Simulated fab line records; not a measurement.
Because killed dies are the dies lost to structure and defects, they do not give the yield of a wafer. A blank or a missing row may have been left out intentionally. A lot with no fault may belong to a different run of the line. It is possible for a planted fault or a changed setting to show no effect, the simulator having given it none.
2 desks, one fault + flow n5_finfet + each desk holds nothing but its own numbers, with what lay behind them at the end

== FOR THE TOOL OWNER'S DESK: rie_diel-06 ==
The tool's own readings at N5_BEOL_M15_STRIP_63 (strips in O2): means of the sampled wafers that have a number, for each lot that ran on this tool. If a lot's mean is further than 4 standard deviations from the usual mean, the lot is out of limits and carries the mark OUT (the distance appears in the brackets).
Columns: A = chamber_pressure_mTorr at N5_BEOL_M15_STRIP_63, usual 30.00 mTorr; B = drypump_motor_current_A at N5_BEOL_M15_STRIP_63, usual 5.8 A; C = oes_product_au at N5_BEOL_M15_STRIP_63, usual 0.77 a.u.; D = rf_vpp_V at N5_BEOL_M15_STRIP_63, usual 3.8 V; E = showerhead_plenum_p_Torr at N5_BEOL_M15_STRIP_63, usual 2.09 Torr; F = throttle_valve_pct at N5_BEOL_M15_STRIP_63, usual 16.6 %
| lot  | first seen here | A                       | B   | C    | D   | E    | F    |
|------|-----------------|-------------------------|-----|------|-----|------|------|
| L831 | day 12 08:00    | 30.01                   | 5.8 | 0.78 | 4.4 | 2.10 | 16.6 |
| L839 | day 14 16:00    | 33.02 (+67) OUT         | 5.6 | 0.76 | 3.5 | 2.03 | 16.6 |
| L840 | day 15 09:00    | 36.01 (+99 or more) OUT | 5.9 | 0.79 | 4.2 | 2.01 | 16.7 |
| L850 | day 18 06:00    | 30.01                   | 5.8 | 0.84 | 3.5 | 2.08 | 16.5 |
This desk's verdict: out of limits on L839, L840, starting with L839 at day 14 16:00 (chamber_pressure_mTorr at N5_BEOL_M15_STRIP_63). Within limits: L831, L850.

== THE METROLOGY DESK ==
What the gauges read, lot by lot, whatever tool the lot ran on: means of the sampled wafers that have a number. If a lot's mean is further than 4 standard deviations from the usual mean, the lot is out of limits and carries the mark OUT (the distance appears in the brackets).
Columns: A = cd_nm at N5_BEOL_M15_CD_MEAS_17, usual 363.3 nm
| lot  | first seen here | A     |
|------|-----------------|-------|
| L828 | day 11 20:02    | 363.0 |
| L831 | day 12 08:13    | 363.2 |
| L835 | day 13 12:55    | 360.9 |
| L839 | day 14 16:15    | 364.5 |
| L840 | day 15 09:35    | 366.4 |
| L844 | day 16 16:10    | 362.0 |
| L846 | day 16 21:50    | 362.8 |
| L848 | day 16 23:32    | 363.9 |
| L849 | day 17 10:04    | 363.7 |
| L851 | day 18 03:26    | 360.9 |
| L850 | day 18 06:43    | 365.0 |
This desk found nothing out of limits on any of the 11 lots.

== BROUGHT TOGETHER ==
At day 14 16:00, on L839, L840, the tool owner's desk was in a position to raise an alarm.
Nothing out of limits was seen by the metrology desk.
The metrology desk holds a record of L839, L840, inside its limits.
Every lot named ran N5_BEOL_M15_STRIP_63 on rie_diel-06.

== WHAT HAD BEEN PUT IN BY THE SIMULATOR ==
rie_diel-06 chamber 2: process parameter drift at N5_BEOL_M15_STRIP_63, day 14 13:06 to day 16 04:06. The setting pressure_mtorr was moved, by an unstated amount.
Lots struck among those shown: L839, L840.
Hours from the fault's start to each desk's first reading out of limits: the tool owner's desk, 3.
